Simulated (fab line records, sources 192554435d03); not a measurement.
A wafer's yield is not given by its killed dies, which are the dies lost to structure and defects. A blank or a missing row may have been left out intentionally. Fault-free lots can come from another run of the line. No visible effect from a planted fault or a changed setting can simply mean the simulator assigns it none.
Matching of chambers -- flow n5Finfet -- aldMetal-01 running N5_BEOL_M4_ALD_84: 4 sister chambers
The step deposits TaN, pulse time 2 s, purge time 3 s, co reactant purge time 2 s. 4 wafers are shown with their chamber, then 8 later ones without.

WAFERS PAIRED WITH THEIR CHAMBERS
wafer,chamber,heaterPowerW (W)
L081.2,0,413
L084.3,2,484
L084.6,3,444
L086.2,1,351

WAFERS WHOSE CHAMBER IS MISSING
wafer,heaterPowerW (W)
L086.3,413
L086.4,466
L096.1,476
L096.2,343
L096.3,415
L097.1,454
L097.4,457
L097.5,442

EACH ONE'S CHAMBER
wafer,from the rows above,in truth
L086.3,0,0
L086.4,can't be placed: 2 or 3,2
L096.1,2,2
L096.2,1,1
L096.3,0,0
L097.1,3,3
L097.4,can't be placed: 3 or 2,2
L097.5,3,3
Correct placement for 6 of the 8. Not placeable from these rows: 2 (in 2, the candidates include the true chamber). Number placed wrongly: 0.
How it was worked out, from the rows above alone: a wafer's distance from a chamber is the root of the sum, over the readings, of the square of ((its reading less the chamber's mean) divided by the reading's scatter). If the next closest chamber is less than 2 further off than the closest, the wafer can't be placed; otherwise it belongs to the closest. The mean given for a chamber averages the wafers shown for that chamber. The scatter (one wafer shown for each chamber): square how far every hidden wafer sits from the nearest shown wafer, average those squares and take the square root.
